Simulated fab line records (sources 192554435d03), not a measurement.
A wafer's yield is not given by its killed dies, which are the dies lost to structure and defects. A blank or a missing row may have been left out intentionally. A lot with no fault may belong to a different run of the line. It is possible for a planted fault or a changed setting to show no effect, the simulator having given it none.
fab line records	flow n5Finfet	part 1 of 2: steps 1 to 21 of 27
record: lots: 5	wafers: 15	lastDay: 16
route steps=1938 shown BEOL_M0@746 BEOL_M1@751
lots untouched by any fault: they come from a run of this same line in which no faults occurred
startH: the number of hours between the record's first day and the start of the first shown wafer of the lot	waitH: hours from the lot's prior step to this one	" the same as in the row above	L1.1+2: a row that stands for several wafers	- value missing, or start not given	* or withheld: withheld	< > ~ a bound
route shown NAME@n: names a module that has steps shown in the file, with the first one's number in the route	usual: mean/standard deviation of fault-free wafers	same: alike in all rows	chamber/n: place in a boat	sites: per-site readings	_std_site: the values' standard deviation	_edge_site: mean of outer sites minus mean of inner sites	radiusMm: for every site, how far away it sits from the centre of the wafer	mask NAME#n: copy n	behind: tool/chamber where the wafer was last shaped	hold: cause of the lot's hold/its duration in hours/its outcome	device: transistor that didn't switch, given as n, p or np	end of line: tests of these same wafers at the route's end	a step without rows: its recipe alone	killed: dies that structure and defects cost at the first sort, which is not the same as the wafer's yield	map: per-die view of a wafer (x killed, . not killed, _ where there is no die)
set.NAME: the run value of the setting; set.NAME@STEP: its run value at that earlier step	model.NAME: the simulator's own value behind a step, which no gauge read
a table for each step, a row for each wafer; lots at some steps of the route
services: a tool's chamber out of use, with start hour (startH, from the record's first day; less than 0 if before it), hours out, and reason
== steps ==
step: N5_BEOL_M0_CO_CAP_123
recipe: material: Co	targetThkA: 20	tempC: 200	precursor: CCTBA/H2	pressureTorr: 30	timeS: 102.1
usual: heaterPowerW: 234/17	susceptorTempC: 200.00/0.16
lot.wafer	tool	chamber	startH	waitH	heaterPowerW	sinceWetCleanH	susceptorTempC
L074.1	cvdCo-01	2	118.29	0.0	230	419	200.23
L074.5	"	0	"	"	237	-	200.05
L074.6	"	2	"	"	238	-	200.32
L075.2	cvdCo-01	0	129.09	0.0	233	889	200.04
L075.3	"	2	"	"	240	-	200.21
L075.5	"	0	"	"	235	-	199.95
L081.1	cvdCo-01	1	162.62	0.0	234	26	200.12
L081.2	"	2	"	"	239	463	200.10
L081.4	"	0	"	"	231	-	199.96
L084.1	cvdCo-01	0	182.02	0.0	237	942	200.35
L084.2	"	1	"	"	223	45	199.84
L084.5	"	1	"	"	223	-	199.89
L095.1	cvdCo-02	1	253.00	0.0	287	1232	200.04
L095.4	"	2	"	"	210	-	200.14
L095.5	"	1	"	"	288	-	200.03
step: N5_BEOL_M0_PRE_CLEAN_124
recipe: gas: NH3	timeS: 15	tempC: withheld	rfPowerW: 300
lot.wafer	tool	chamber	startH	waitH	sinceWetCleanH
L074.1	pecvd-04	0	118.42	0.1	1004
L074.5	"	1	"	"	-
L074.6	"	0	"	"	-
L075.2	pecvd-01	2	129.22	0.1	2102
L075.3	"	1	"	"	1377
L075.5	"	1	"	"	-
L081.1	pecvd-04	0	162.71	0.1	1048
L081.2	"	1	"	"	1773
L081.4	"	1	"	"	-
L084.1	pecvd-04	1	182.12	0.1	1792
L084.2	"	2	"	"	313
L084.5	"	0	"	"	-
L095.1	pecvd-03	0	253.09	0.1	957
L095.4	"	2	"	"	-
L095.5	"	1	"	"	-
step: N5_BEOL_M0_DEP_125
recipe: material: SiCN	targetThkA: 80	tempC: withheld	precursor: 3MS/NH3	pressureTorr: 3	rfW: 202	timeS: 14
usual: showerheadPlenumPTorr: 3.664/0.014	throttleValvePct: 9.0/0.48
lot.wafer	tool	chamber	startH	waitH	showerheadPlenumPTorr	sinceWetCleanH	throttleValvePct
L074.1	pecvd-04	0	118.44	0.0	3.661	1004	8.8
L074.5	"	1	"	"	3.651	-	8.8
L074.6	"	0	"	"	3.670	-	8.6
L075.2	pecvd-01	2	129.24	0.0	3.679	2102	10.4
L075.3	"	1	"	"	3.673	1377	9.8
L075.5	"	1	"	"	3.675	-	10.3
L081.1	pecvd-04	0	162.73	0.0	3.648	1048	8.7
L081.2	"	1	"	"	3.662	1773	8.6
L081.4	"	1	"	"	3.653	-	8.7
L084.1	pecvd-04	1	182.14	0.0	3.656	1792	8.6
L084.2	"	2	"	"	3.644	313	9.2
L084.5	"	0	"	"	3.670	-	8.7
L095.1	pecvd-03	0	253.12	0.0	3.652	957	8.9
L095.4	"	2	"	"	3.659	-	8.5
L095.5	"	1	"	"	3.692	-	8.7
step: N5_BEOL_M0_RS_MEAS_126
recipe: thkMeasGauge: four-point-probe	reads: Co_of_BEOL_M0_CO_CAP_123+Cu_of_BEOL_M0_ECD_118+Co_of_BEOL_M0_CVD_115+TaN_of_BEOL_M0_ALD_136
usual: M0_RS: 0.541/0.022
lot.wafer	tool	chamber	startH	waitH	M0_RS[ohm/sq]
L074.1	filmMetro-01	-	118.51	0.0	0.523
L074.5	"	-	"	"	0.513
L074.6	"	-	"	"	0.519
L075.2	filmMetro-02	-	129.31	0.1	0.514
L075.3	"	-	"	"	0.545
L075.5	"	-	"	"	0.530
L081.1	filmMetro-02	-	162.80	0.0	0.535
L081.2	"	-	"	"	0.556
L081.4	"	-	"	"	0.513
L084.1	filmMetro-01	-	182.21	0.0	0.600
L084.2	"	-	"	"	0.589
L084.5	"	-	"	"	0.574
L095.1	filmMetro-02	-	253.18	0.0	0.519
L095.4	"	-	"	"	0.519
L095.5	"	-	"	"	0.503
step: N5_BEOL_M0_INSPECT_127
recipe: inspectInstrument: darkfield	mode: postDep
usual: rawDefectCount: 78/30
lot.wafer	tool	chamber	startH	waitH	rawDefectCount
L074.1	defectInspect-01	-	118.53	0.0	47
L074.5	"	-	"	"	62
L074.6	"	-	"	"	60
L075.2	defectInspect-01	-	129.34	0.0	90
L075.3	"	-	"	"	134
L075.5	"	-	"	"	103
L081.1	defectInspect-01	-	162.82	0.0	126
L081.2	"	-	"	"	104
L081.4	"	-	"	"	85
L084.1	defectInspect-02	-	182.23	0.0	70
L084.2	"	-	"	"	60
L084.5	"	-	"	"	57
L095.1	defectInspect-01	-	253.21	0.0	47
L095.4	"	-	"	"	55
L095.5	"	-	"	"	48
step: N5_BEOL_M1_ILD_DEP_00
recipe: material: SiOC	targetThkA: 790	tempC: 350	precursor: DEMS/O2	pressureTorr: 5	rfW: 500	timeS: 15.3
usual: heaterPowerW: 455/47	showerheadPlenumPTorr: 5.703/0.013	susceptorTempC: 350.01/0.2	throttleValvePct: 12.5/0.78
lot.wafer	tool	chamber	startH	waitH	heaterPowerW	showerheadPlenumPTorr	sinceWetCleanH	susceptorTempC	throttleValvePct
L074.1	pecvd-01	2	118.57	0.0	444	5.700	2091	349.93	13.3
L074.5	"	2	"	"	432	5.707	-	350.01	13.8
L074.6	"	1	"	"	464	5.705	-	350.02	13.3
L075.2	pecvd-02	0	129.37	0.0	442	5.691	1196	350.20	13.2
L075.3	"	0	"	"	436	5.675	-	349.99	13.4
L075.5	"	0	"	"	444	5.696	-	349.77	13.3
L081.1	pecvd-02	1	162.86	0.0	430	5.695	1954	350.12	11.9
L081.2	"	2	"	"	469	5.683	459	350.11	11.7
L081.4	"	1	"	"	405	5.707	-	350.07	12.0
L084.1	pecvd-01	0	182.27	0.0	542	5.719	705	349.78	11.9
L084.2	"	2	"	"	429	5.720	2155	349.71	13.4
L084.5	"	0	"	"	557	5.718	-	349.66	11.9
L095.1	pecvd-02	2	253.25	0.0	470	5.682	549	350.14	12.1
L095.4	"	1	"	"	458	5.704	-	350.30	11.4
L095.5	"	2	"	"	470	5.685	-	349.97	11.9
step: N5_BEOL_M1_THK_MEAS_01
recipe: reads: SiOC_of_BEOL_M1_ILD_DEP_00
usual: M1_ILD_THK: 79.5/1
lot.wafer	tool	chamber	startH	waitH	M1_ILD_THK[nm]
L074.1	filmMetro-01	-	118.66	0.1	77.6
L074.5	"	-	"	"	78.7
L074.6	"	-	"	"	78.7
L075.2	filmMetro-01	-	129.46	0.1	78.7
L075.3	"	-	"	"	80.0
L075.5	"	-	"	"	80.2
L081.1	filmMetro-02	-	162.93	0.0	78.8
L081.2	"	-	"	"	79.6
L081.4	"	-	"	"	80.3
L084.1	filmMetro-02	-	182.34	0.0	78.9
L084.2	"	-	"	"	78.4
L084.5	"	-	"	"	80.5
L095.1	filmMetro-01	-	253.31	0.0	78.9
L095.4	"	-	"	"	79.7
L095.5	"	-	"	"	79.8
step: N5_BEOL_M1_PECVD_72
recipe: material: SiO2	targetThkA: 160	tempC: 400	precursor: TEOS/O2	pressureTorr: 5.5	rfW: 450	teosFlowSccm: 53.8	gas: O2	flowSccm: 3000	timeS: 18
usual: heaterPowerW: 684/84	showerheadPlenumPTorr: 8.79/0.055	susceptorTempC: 400.01/0.22	throttleValvePct: 22.9/1.4
lot.wafer	tool	chamber	startH	waitH	heaterPowerW	showerheadPlenumPTorr	sinceWetCleanH	susceptorTempC	throttleValvePct
L074.1	pecvd-02	2	118.69	0.0	652	8.75	415	399.80	22.4
L074.5	"	2	"	"	635	8.77	-	400.18	22.4
L074.6	"	0	"	"	672	8.81	-	399.83	25.0
L075.2	pecvd-01	0	129.50	0.0	806	8.90	652	399.69	21.8
L075.3	"	2	"	"	677	8.82	2102	400.02	25.1
L075.5	"	1	"	"	707	8.84	-	400.20	24.7
L081.1	pecvd-01	0	162.97	0.0	836	8.89	686	399.80	21.7
L081.2	"	2	"	"	659	8.83	2136	400.23	25.2
L081.4	"	2	"	"	661	8.81	-	399.77	25.5
L084.1	pecvd-02	2	182.38	0.0	593	8.76	478	400.14	22.6
L084.2	"	1	"	"	657	8.82	1974	400.40	22.0
L084.5	"	0	"	"	694	8.80	-	399.92	24.7
L095.1	pecvd-01	0	253.35	0.0	814	8.88	776	400.04	22.0
L095.4	"	1	"	"	655	8.86	-	399.87	24.4
L095.5	"	2	"	"	721	8.80	-	399.51	21.8
step: N5_BEOL_M1_HM_DEP_02
recipe: material: TiN	targetThkA: 200	tempC: 25	chamberPressurePa: 0.49996
usual: susceptorTempC: 25.00/0.12	throttleValvePct: 30.3/0.97
lot.wafer	tool	chamber	startH	waitH	susceptorTempC	throttleValvePct
L074.1	pvdSputter-02	-	120.11	1.4	25.12	30.1
L074.5	"	-	"	"	25.10	30.0
L074.6	"	-	"	"	24.94	30.0
L075.2	pvdSputter-02	-	130.76	1.2	24.87	30.0
L075.3	"	-	"	"	25.07	32.1
L075.5	"	-	"	"	24.83	30.2
L081.1	pvdSputter-01	-	165.64	2.7	24.79	31.5
L081.2	"	-	"	"	25.02	30.0
L081.4	"	-	"	"	25.19	31.2
L084.1	pvdSputter-01	-	182.96	0.6	25.18	31.0
L084.2	"	-	"	"	24.98	29.8
L084.5	"	-	"	"	25.06	31.3
L095.1	pvdSputter-03	-	255.52	2.2	24.94	30.9
L095.4	"	-	"	"	25.06	29.2
L095.5	"	-	"	"	25.07	30.8
step: N5_BEOL_M1_COAT_61
recipe: resist: SOC	tempC: 250	timeS: 60	spinRpm: 1500	resistThkNm: 60
usual: dispensePressureKPa: 45.0/1.8	heaterPowerTotalW: 500.6/1.8	spinSpeedRpm: 1500.1/0.92
lot.wafer	tool	chamber	startH	waitH	dispensePressureKPa	heaterPowerTotalW	spinSpeedRpm
L074.1	lithoTrack-02	0	120.24	0.1	43.5	502.7	1499.5
L074.5	"	0	"	"	43.5	502.4	1500.1
L074.6	"	0	"	"	43.5	498.3	1500.1
L075.2	lithoTrack-02	0	130.88	0.1	43.5	498.4	1498.1
L075.3	"	0	"	"	43.5	501.9	1500.2
L075.5	"	0	"	"	43.5	500.3	1499.2
L081.1	lithoTrack-04	0	165.77	0.1	44.1	502.9	1499.5
L081.2	"	0	"	"	44.1	499.4	1499.1
L081.4	"	0	"	"	44.1	498.5	1499.7
L084.1	lithoTrack-03	0	183.09	0.1	47.9	498.0	1499.3
L084.2	"	0	"	"	47.9	499.0	1499.6
L084.5	"	0	"	"	47.8	501.1	1500.6
L095.1	lithoTrack-04	0	255.65	0.1	44.1	501.3	1500.8
L095.4	"	0	"	"	44.1	498.4	1499.4
L095.5	"	0	"	"	44.1	497.6	1500.6
step: N5_BEOL_M1_COAT_62
recipe: resist: SiARC	tempC: 220	timeS: 60	spinRpm: 1500	resistThkNm: 12
usual: dispensePressureKPa: 45.0/1.8	heaterPowerTotalW: 427.6/2.1	spinSpeedRpm: 1499.9/0.84
lot.wafer	tool	chamber	startH	waitH	dispensePressureKPa	heaterPowerTotalW	spinSpeedRpm
L074.1	lithoTrack-02	0	-	-	43.5	430.6	1498.2
L074.5	"	0	"	"	43.5	424.2	1500.2
L074.6	"	0	"	"	43.5	424.7	1498.8
L075.2	lithoTrack-02	0	-	-	43.5	426.0	1498.9
L075.3	"	0	"	"	43.5	429.8	1500.3
L075.5	"	0	"	"	43.5	428.8	1500.1
L081.1	lithoTrack-04	0	-	-	44.0	426.8	1500.6
L081.2	"	0	"	"	44.1	428.0	1500.3
L081.4	"	0	"	"	44.0	424.5	1499.0
L084.1	lithoTrack-03	0	-	-	47.8	429.9	1500.5
L084.2	"	0	"	"	47.8	428.4	1500.2
L084.5	"	0	"	"	47.8	427.5	1498.8
L095.1	lithoTrack-04	0	-	-	44.0	430.7	1500.8
L095.4	"	0	"	"	44.1	428.8	1500.4
L095.5	"	0	"	"	44.1	430.6	1500.3
step: N5_BEOL_M1_COAT_73
recipe: resist: underlayer	tempC: 205	timeS: 60	spinRpm: 1500	resistThkNm: 5
usual: dispensePressureKPa: 45.0/1.8	heaterPowerTotalW: 391.7/1.3	spinSpeedRpm: 1500.0/0.83
lot.wafer	tool	chamber	startH	waitH	dispensePressureKPa	heaterPowerTotalW	spinSpeedRpm
L074.1	lithoTrack-02	0	-	-	43.5	391.3	1501.0
L074.5	"	0	"	"	43.5	390.2	1500.5
L074.6	"	0	"	"	43.5	391.8	1501.0
L075.2	lithoTrack-02	0	-	-	43.5	392.5	1499.9
L075.3	"	0	"	"	43.5	389.5	1499.8
L075.5	"	0	"	"	43.5	392.5	1499.6
L081.1	lithoTrack-04	0	-	-	44.1	393.1	1499.1
L081.2	"	0	"	"	44.1	390.0	1500.8
L081.4	"	0	"	"	44.1	390.6	1500.2
L084.1	lithoTrack-03	0	-	-	47.8	390.6	1501.5
L084.2	"	0	"	"	47.8	392.6	1499.5
L084.5	"	0	"	"	47.8	392.3	1499.6
L095.1	lithoTrack-04	0	-	-	44.1	389.7	1500.7
L095.4	"	0	"	"	44.1	392.9	1498.4
L095.5	"	0	"	"	44.0	390.0	1500.5
step: N5_BEOL_M1_COAT_05
recipe: resist: CAR-EUV	spinRpm: 1500	resistThkNm: 30
usual: dispensePressureKPa: 45.0/1.8	spinSpeedRpm: 1500.0/0.89
lot.wafer	tool	chamber	startH	waitH	dispensePressureKPa	spinSpeedRpm
L074.1	lithoTrack-02	0	-	-	43.5	1500.7
L074.5	"	0	"	"	43.4	1498.8
L074.6	"	0	"	"	43.4	1501.0
L075.2	lithoTrack-02	0	-	-	43.5	1500.2
L075.3	"	0	"	"	43.4	1500.4
L075.5	"	0	"	"	43.5	1499.2
L081.1	lithoTrack-04	0	-	-	44.0	1500.1
L081.2	"	0	"	"	44.0	1498.5
L081.4	"	0	"	"	44.0	1499.9
L084.1	lithoTrack-03	0	-	-	47.8	1502.4
L084.2	"	0	"	"	47.8	1499.8
L084.5	"	0	"	"	47.8	1499.5
L095.1	lithoTrack-04	0	-	-	44.0	1500.6
L095.4	"	0	"	"	44.0	1499.9
L095.5	"	0	"	"	44.0	1498.1
step: N5_BEOL_M1_EBR_07
recipe: solvent: PGMEA	ebrWidthMm: 1.5
lot.wafer	tool	chamber	startH	waitH
L074.1+5+6	lithoTrack-02	0	-	-
L075.2+3+5	lithoTrack-02	0	-	-
L081.1+2+4	lithoTrack-04	0	-	-
L084.1+2+5	lithoTrack-03	0	-	-
L095.1+4+5	lithoTrack-04	0	-	-
step: N5_BEOL_M1_SOFTBAKE_06
recipe: tempC: 110	timeS: 60	resist: CAR-EUV
usual: heaterPowerTotalW: 175.6/1.6
lot.wafer	tool	chamber	startH	waitH	heaterPowerTotalW
L074.1	lithoTrack-02	0	-	-	176.5
L074.5	"	0	"	"	174.4
L074.6	"	0	"	"	177.0
L075.2	lithoTrack-02	0	-	-	173.0
L075.3	"	0	"	"	177.6
L075.5	"	0	"	"	174.4
L081.1	lithoTrack-04	0	-	-	174.0
L081.2	"	0	"	"	177.4
L081.4	"	0	"	"	177.4
L084.1	lithoTrack-03	0	-	-	174.2
L084.2	"	0	"	"	176.3
L084.5	"	0	"	"	177.0
L095.1	lithoTrack-04	0	-	-	173.8
L095.4	"	0	"	"	174.2
L095.5	"	0	"	"	177.2
step: N5_BEOL_M1_EXPOSE_08
recipe: maskId: M1	na: 0.33	sourceShape: dipole	sigmaInner: 0.369	sigmaOuter: 0.767	polarization: unpolarized	doseMj: 33
usual: exposureDoseMJCm2: 32.94/0.056	focusOffsetNm: 0.0/0.53	reticleTempC: 23.02/0.11
same: dipoleOpeningDeg: 79.7	na: 0.33
lot.wafer	tool	chamber	startH	waitH	mask	exposureDoseMJCm2	focusOffsetNm	reticleTempC
L074.1	euvScanner-01	0	120.50	-	M1#0	32.99	0.3	23.24
L074.5	"	0	"	"	M1#0	32.94	0.3	23.05
L074.6	"	0	"	"	M1#0	32.94	0.0	23.07
L075.2	euvScanner-01	0	131.03	-	M1#0	32.93	0.1	22.96
L075.3	"	0	"	"	M1#0	32.91	-0.7	22.83
L075.5	"	0	"	"	M1#0	32.95	0.0	23.00
L081.1	euvScanner-01	0	165.90	-	M1#0	33.01	0.2	23.14
L081.2	"	0	"	"	M1#0	32.98	-0.6	23.12
L081.4	"	0	"	"	M1#0	33.00	0.1	23.04
L084.1	euvScanner-01	0	183.35	-	M1#0	32.89	-0.4	22.96
L084.2	"	0	"	"	M1#0	32.92	-0.3	22.99
L084.5	"	0	"	"	M1#0	32.91	-0.6	23.00
L095.1	euvScanner-01	0	255.79	-	M1#0	32.96	0.9	23.08
L095.4	"	0	"	"	M1#0	32.91	-0.2	23.03
L095.5	"	0	"	"	M1#0	32.92	-1.1	23.06
step: N5_BEOL_M1_PEB_09
recipe: pebTempC: 100	pebTimeS: 60	resist: CAR-EUV
usual: heaterPowerTotalW: 153.9/1.1
lot.wafer	tool	chamber	startH	waitH	heaterPowerTotalW
L074.1	lithoTrack-02	0	120.56	0.1	152.9
L074.5	"	0	"	"	155.3
L074.6	"	0	"	"	152.6
L075.2	lithoTrack-02	0	131.08	0.0	155.1
L075.3	"	0	"	"	152.5
L075.5	"	0	"	"	153.0
L081.1	lithoTrack-04	0	165.96	0.1	153.6
L081.2	"	0	"	"	155.6
L081.4	"	0	"	"	153.9
L084.1	lithoTrack-02	0	183.41	0.1	153.8
L084.2	"	0	"	"	154.1
L084.5	"	0	"	"	152.5
L095.1	lithoTrack-03	0	255.85	0.1	153.0
L095.4	"	0	"	"	155.1
L095.5	"	0	"	"	155.7
step: N5_BEOL_M1_DEVELOP_10
recipe: developTimeS: 30	developer: TMAH	resist: CAR-EUV	rinseLiquid: surfactantRinse	dry: airSpin	devTempC: 23
lot.wafer	tool	chamber	startH	waitH
L074.1+5+6	lithoTrack-02	0	-	-
L075.2+3+5	lithoTrack-02	0	-	-
L081.1+2+4	lithoTrack-04	0	-	-
L084.1+2+5	lithoTrack-02	0	-	-
L095.1+4+5	lithoTrack-03	0	-	-
step: N5_BEOL_M1_CD_MEAS_11
recipe: targetCdNm: 17.05	landingEnergyEv: 500	detector: seInlens	polarity: opening
usual: cdNm: 17.08/0.25
lot.wafer	tool	chamber	startH	waitH	cdNm
L074.1	cdSem-03	0	120.63	-	16.97
L074.5	"	0	"	"	16.84
L074.6	"	0	"	"	16.85
L075.2	cdSem-01	0	131.15	-	16.99
L075.3	"	0	"	"	16.62
L075.5	"	0	"	"	16.73
L081.1	cdSem-02	0	166.03	-	17.35
L081.2	"	0	"	"	16.64
L081.4	"	0	"	"	17.00
L084.1	cdSem-02	0	183.47	-	16.78
L084.2	"	0	"	"	17.07
L084.5	"	0	"	"	17.51
L095.1	cdSem-03	0	255.91	-	16.76
L095.4	"	0	"	"	17.03
L095.5	"	0	"	"	17.36
step: N5_BEOL_M1_OVL_MEAS_12
recipe: pointsPerWafer: 522
usual: M1_OVL: 0.7/0.74
lot.wafer	tool	chamber	startH	waitH	M1_OVL[nm]
L074.1	overlay-02	0	120.66	0.0	1.0
L074.5	"	0	"	"	0.6
L074.6	"	0	"	"	0.4
L075.2	overlay-02	0	131.18	0.0	1.5
L075.3	"	0	"	"	1.1
L075.5	"	0	"	"	0.5
L081.1	overlay-02	0	166.06	0.0	-0.4
L081.2	"	0	"	"	0.9
L081.4	"	0	"	"	1.3
L084.1	overlay-01	0	183.51	0.0	-0.4
L084.2	"	0	"	"	0.8
L084.5	"	0	"	"	-0.5
L095.1	overlay-01	0	255.94	0.0	-0.4
L095.4	"	0	"	"	1.9
L095.5	"	0	"	"	-0.5
step: N5_BEOL_M1_INSPECT_13
recipe: mode: adi	inspectInstrument: brightfield
usual: rawDefectCount: 439/110
lot.wafer	tool	chamber	startH	waitH	rawDefectCount
L074.1	defectInspect-01	-	120.71	0.1	341
L074.5	"	-	"	"	467
L074.6	"	-	"	"	363
L075.2	defectInspect-02	-	131.24	0.0	428
L075.3	"	-	"	"	592
L075.5	"	-	"	"	584
L081.1	defectInspect-02	-	166.12	0.1	489
L081.2	"	-	"	"	522
L081.4	"	-	"	"	368
L084.1	defectInspect-02	-	183.56	0.1	342
L084.2	"	-	"	"	315
L084.5	"	-	"	"	382
L095.1	defectInspect-02	-	256.00	0.1	551
L095.4	"	-	"	"	491
L095.5	"	-	"	"	395
